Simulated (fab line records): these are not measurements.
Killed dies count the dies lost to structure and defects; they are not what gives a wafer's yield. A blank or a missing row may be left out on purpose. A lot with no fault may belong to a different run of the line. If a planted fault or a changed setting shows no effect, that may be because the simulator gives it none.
Which tool was responsible? / flow nandHarc / 39 wafers from 13 lots sampled at 5 of the route's 1159 steps

WHAT EACH GAUGE READ, for each wafer
NHARC_END_SORT_01.
lot=L890; measured=day 21 12:53; on=prober-02; defectLimitedYield (%)=86.0 87.1 93.2; killedAtArray=12 18 11; killedAtOther=0 1 1; killedAtPeriphery=83 68 34; killedDies=95 87 46; killedOpen=3 3 0; killedShort=5 7 2; sort_bin_2_pct (%)=5.8 5.9 3.5; sort_bin_3_pct (%)=3.25 3.10 0.89; sort_bin_4_pct (%)=5.0 3.8 2.4; sortNPass=582 590 631; sortRimYieldPct (%)=99.1 85.8 86.8; sortYieldPct (%)=86.0 87.1 93.2
lot=L892; measured=day 21 13:03; on=prober-01; defectLimitedYield (%)=86.9 87.1 86.4; killedAtArray=9 7 12; killedAtOther=0 0 0; killedAtPeriphery=80 80 80; killedDies=89 87 92; killedOpen=1 1 1; killedShort=0 1 1; sort_bin_2_pct (%)=6.4 6.1 5.8; sort_bin_3_pct (%)=1.92 2.81 2.22; sort_bin_4_pct (%)=4.9 4.0 5.6; sortNPass=588 590 585; sortRimYieldPct (%)=97.2 96.2 99.1; sortYieldPct (%)=86.9 87.1 86.4
lot=L902; measured=day 23 03:58; on=prober-02; defectLimitedYield (%)=92.9 94.7 91.6; killedAtArray=42 30 52; killedAtOther=3 1 1; killedAtPeriphery=3 5 4; killedDies=48 36 57; killedOpen=1 3 8; killedShort=1 0 2; sort_bin_2_pct (%)=2.1 2.7 2.5; sort_bin_3_pct (%)=0.44 0 0.44; sort_bin_4_pct (%)=4.6 2.7 5.5; sortNPass=629 641 620; sortRimYieldPct (%)=88.7 90.6 91.5; sortYieldPct (%)=92.9 94.7 91.6

EACH LOT AND THE TOOL THAT RAN IT (in order: tool; ch and the chambers of the sampled wafers; start)
lot=L885; NHARC_P_BONDPAD_PRECLEAN_30=wetBench-10 ch 2,3,4, day 6 07:00; NHARC_A_M0_ETCH_15=rieDiel-09 ch 1,2,3, day 17 19:32 or earlier; NHARC_A_M0_PRE_CLEAN_29=pvdSputter-02, day 17 19:32 or earlier; NHARC_A_M0_ANNEAL_30=rtpAnneal-02 ch 0, day 17 19:32
lot=L887; NHARC_P_BONDPAD_PRECLEAN_30=wetBench-08 ch 0,2,4, day 6 20:34; NHARC_A_M0_ETCH_15=rieDiel-02 ch 0,1,2, day 17 23:40 or earlier; NHARC_A_M0_PRE_CLEAN_29=pvdSputter-02, day 17 23:40 or earlier; NHARC_A_M0_ANNEAL_30=rtpAnneal-01 ch 0, day 17 23:40
lot=L886; NHARC_P_BONDPAD_PRECLEAN_30=wetBench-08 ch 3,5,6, day 6 21:14; NHARC_A_M0_ETCH_15=rieDiel-09 ch 0,1,3, day 17 18:01 or earlier; NHARC_A_M0_PRE_CLEAN_29=pvdSputter-03, day 17 18:01 or earlier; NHARC_A_M0_ANNEAL_30=rtpAnneal-01 ch 0, day 17 18:01
lot=L888; NHARC_P_BONDPAD_PRECLEAN_30=wetBench-08 ch 1,2,3, day 7 04:32; NHARC_A_M0_ETCH_15=rieDiel-09 ch 0,2,3, day 18 00:22 or earlier; NHARC_A_M0_PRE_CLEAN_29=pvdSputter-03, day 18 00:22 or earlier; NHARC_A_M0_ANNEAL_30=rtpAnneal-02 ch 0, day 18 00:22
lot=L889; NHARC_P_BONDPAD_PRECLEAN_30=wetBench-08 ch 1,3,5, day 7 06:07; NHARC_A_M0_ETCH_15=rieDiel-09 ch 0,1,2, day 17 22:54 or earlier; NHARC_A_M0_PRE_CLEAN_29=pvdSputter-01, day 17 22:54 or earlier; NHARC_A_M0_ANNEAL_30=rtpAnneal-02 ch 0, day 17 22:54
lot=L891; NHARC_P_BONDPAD_PRECLEAN_30=wetBench-08 ch 0,3,6, day 7 22:58; NHARC_A_M0_ETCH_15=rieDiel-05 ch 1,2,3, day 19 06:05 or earlier; NHARC_A_M0_PRE_CLEAN_29=pvdSputter-01, day 19 06:05 or earlier; NHARC_A_M0_ANNEAL_30=rtpAnneal-02 ch 0, day 19 06:05
lot=L890; NHARC_P_BONDPAD_PRECLEAN_30=wetBench-08 ch 0,1,5, day 8 01:17; NHARC_A_M0_ETCH_15=rieDiel-05 ch 0,3, day 18 17:17 or earlier; NHARC_A_M0_PRE_CLEAN_29=pvdSputter-03, day 18 17:17 or earlier; NHARC_A_M0_ANNEAL_30=rtpAnneal-01 ch 0, day 18 17:17
lot=L892; NHARC_P_BONDPAD_PRECLEAN_30=wetBench-08 ch 0,2,3, day 8 06:11; NHARC_A_M0_ETCH_15=rieDiel-05 ch 0,1,2, day 19 15:46 or earlier; NHARC_A_M0_PRE_CLEAN_29=pvdSputter-03, day 19 15:46 or earlier; NHARC_A_M0_ANNEAL_30=rtpAnneal-02 ch 0, day 19 15:46
lot=L903; NHARC_P_BONDPAD_PRECLEAN_30=wetBench-10 ch 0,3,5, day 10 16:48; NHARC_A_M0_ETCH_15=rieDiel-05 ch 1,2,3, day 21 23:16 or earlier; NHARC_A_M0_PRE_CLEAN_29=pvdSputter-02, day 21 23:16 or earlier; NHARC_A_M0_ANNEAL_30=rtpAnneal-02 ch 0, day 21 23:16
lot=L902; NHARC_P_BONDPAD_PRECLEAN_30=wetBench-10 ch 0,2,3, day 10 17:05; NHARC_A_M0_ETCH_15=rieDiel-02 ch 1,3, day 21 15:42 or earlier; NHARC_A_M0_PRE_CLEAN_29=pvdSputter-01, day 21 15:42 or earlier; NHARC_A_M0_ANNEAL_30=rtpAnneal-01 ch 0, day 21 15:42
lot=L904; NHARC_P_BONDPAD_PRECLEAN_30=wetBench-10 ch 2,3,4, day 11 00:08; NHARC_A_M0_ETCH_15=rieDiel-05 ch 0,1,3, day 22 02:59 or earlier; NHARC_A_M0_PRE_CLEAN_29=pvdSputter-03, day 22 02:59 or earlier; NHARC_A_M0_ANNEAL_30=rtpAnneal-02 ch 0, day 22 02:59
lot=L906; NHARC_P_BONDPAD_PRECLEAN_30=wetBench-08 ch 3,5,7, day 11 16:35; NHARC_A_M0_ETCH_15=rieDiel-05 ch 1,2, day 23 11:49 or earlier; NHARC_A_M0_PRE_CLEAN_29=pvdSputter-02, day 23 11:49 or earlier; NHARC_A_M0_ANNEAL_30=rtpAnneal-01 ch 0, day 23 11:49
lot=L908; NHARC_P_BONDPAD_PRECLEAN_30=wetBench-08 ch 0,6,7, day 11 21:36; NHARC_A_M0_ETCH_15=rieDiel-09 ch 0,1,2, day 22 12:49 or earlier; NHARC_A_M0_PRE_CLEAN_29=pvdSputter-03, day 22 12:49 or earlier; NHARC_A_M0_ANNEAL_30=rtpAnneal-02 ch 0, day 22 12:49
- NHARC_P_BONDPAD_PRECLEAN_30: cleans in DIW, time 300 s.
- NHARC_A_M0_ETCH_15: etches the open film in C4F8/Ar, target depth 150 nm, overetch 15 nm, time 82.5 s.
- NHARC_A_M0_PRE_CLEAN_29: time 30 s.
- NHARC_A_M0_ANNEAL_30: time 90 s.

WHAT THE TOOLS THEMSELVES READ (means of the sampled wafers that have a number; where no wafer has one, the mark that the record gives instead)
NHARC_A_M0_ETCH_15.
lot=L885; tool=rieDiel-09; oesProductAu (a.u.)=0.978; rfVppV (V)=439.5
lot=L887; tool=rieDiel-02; oesProductAu (a.u.)=0.969; rfVppV (V)=440.9
lot=L886; tool=rieDiel-09; oesProductAu (a.u.)=0.949; rfVppV (V)=442.5
lot=L888; tool=rieDiel-09; oesProductAu (a.u.)=0.970; rfVppV (V)=441.9
lot=L889; tool=rieDiel-09; oesProductAu (a.u.)=0.924; rfVppV (V)=440.4
lot=L891; tool=rieDiel-05; oesProductAu (a.u.)=0.969; rfVppV (V)=439.9
lot=L890; tool=rieDiel-05; oesProductAu (a.u.)=0.922; rfVppV (V)=441.4
lot=L892; tool=rieDiel-05; oesProductAu (a.u.)=0.931; rfVppV (V)=437.3
lot=L903; tool=rieDiel-05; oesProductAu (a.u.)=0.928; rfVppV (V)=440.2
lot=L902; tool=rieDiel-02; oesProductAu (a.u.)=0.955; rfVppV (V)=437.0
lot=L904; tool=rieDiel-05; oesProductAu (a.u.)=0.924; rfVppV (V)=439.6
lot=L906; tool=rieDiel-05; oesProductAu (a.u.)=0.978; rfVppV (V)=438.0
lot=L908; tool=rieDiel-09; oesProductAu (a.u.)=0.966; rfVppV (V)=439.4

NHARC_A_M0_PRE_CLEAN_29.
lot=L885; tool=pvdSputter-02; heaterPowerW (W)=436
lot=L887; tool=pvdSputter-02; heaterPowerW (W)=441
lot=L886; tool=pvdSputter-03; heaterPowerW (W)=461
lot=L888; tool=pvdSputter-03; heaterPowerW (W)=460
lot=L889; tool=pvdSputter-01; heaterPowerW (W)=402
lot=L891; tool=pvdSputter-01; heaterPowerW (W)=387
lot=L890; tool=pvdSputter-03; heaterPowerW (W)=433
lot=L892; tool=pvdSputter-03; heaterPowerW (W)=462
lot=L903; tool=pvdSputter-02; heaterPowerW (W)=447
lot=L902; tool=pvdSputter-01; heaterPowerW (W)=384
lot=L904; tool=pvdSputter-03; heaterPowerW (W)=434
lot=L906; tool=pvdSputter-02; heaterPowerW (W)=444
lot=L908; tool=pvdSputter-03; heaterPowerW (W)=463

NHARC_A_M0_ANNEAL_30.
lot=L885 tool=rtpAnneal-02 wafer_temp_C_max=226.59
lot=L887 tool=rtpAnneal-01 wafer_temp_C_max=226.13
lot=L886 tool=rtpAnneal-01 wafer_temp_C_max=226.21
lot=L888 tool=rtpAnneal-02 wafer_temp_C_max=226.39
lot=L889 tool=rtpAnneal-02 wafer_temp_C_max=226.58
lot=L891 tool=rtpAnneal-02 wafer_temp_C_max=226.24
lot=L890 tool=rtpAnneal-01 wafer_temp_C_max=226.34
lot=L892 tool=rtpAnneal-02 wafer_temp_C_max=226.50
lot=L903 tool=rtpAnneal-02 wafer_temp_C_max=226.64
lot=L902 tool=rtpAnneal-01 wafer_temp_C_max=226.14
lot=L904 tool=rtpAnneal-02 wafer_temp_C_max=226.16
lot=L906 tool=rtpAnneal-01 wafer_temp_C_max=226.24
lot=L908 tool=rtpAnneal-02 wafer_temp_C_max=226.32

THE ANSWER, worked out from the rows above alone
Rule: the usual values come from the lots themselves. The widest of any qualifying gaps counts: lots, ordered by their means at a reading, are off when they make up no more than a third of the lots, leave a main group of 4 or more, and stand apart from it by 3 or more times the standard deviation of that group's means. A main group whose means are all the same, to the digits that the tables above print for the reading, isn't used. Also off: a lot with no number at a reading for which 4 or more lots have one. The other lots that the step has rows for count as sound. First the gauges in route order, then the tools' own readings, where a lot's mean is used as printed above. At the first step where some lot is off, the reading lying furthest off is the one used; lots without a number count as furthest.
No lot is off at any reading shown: from this, nothing can be told.

WHAT THE SIMULATOR HAD INSERTED
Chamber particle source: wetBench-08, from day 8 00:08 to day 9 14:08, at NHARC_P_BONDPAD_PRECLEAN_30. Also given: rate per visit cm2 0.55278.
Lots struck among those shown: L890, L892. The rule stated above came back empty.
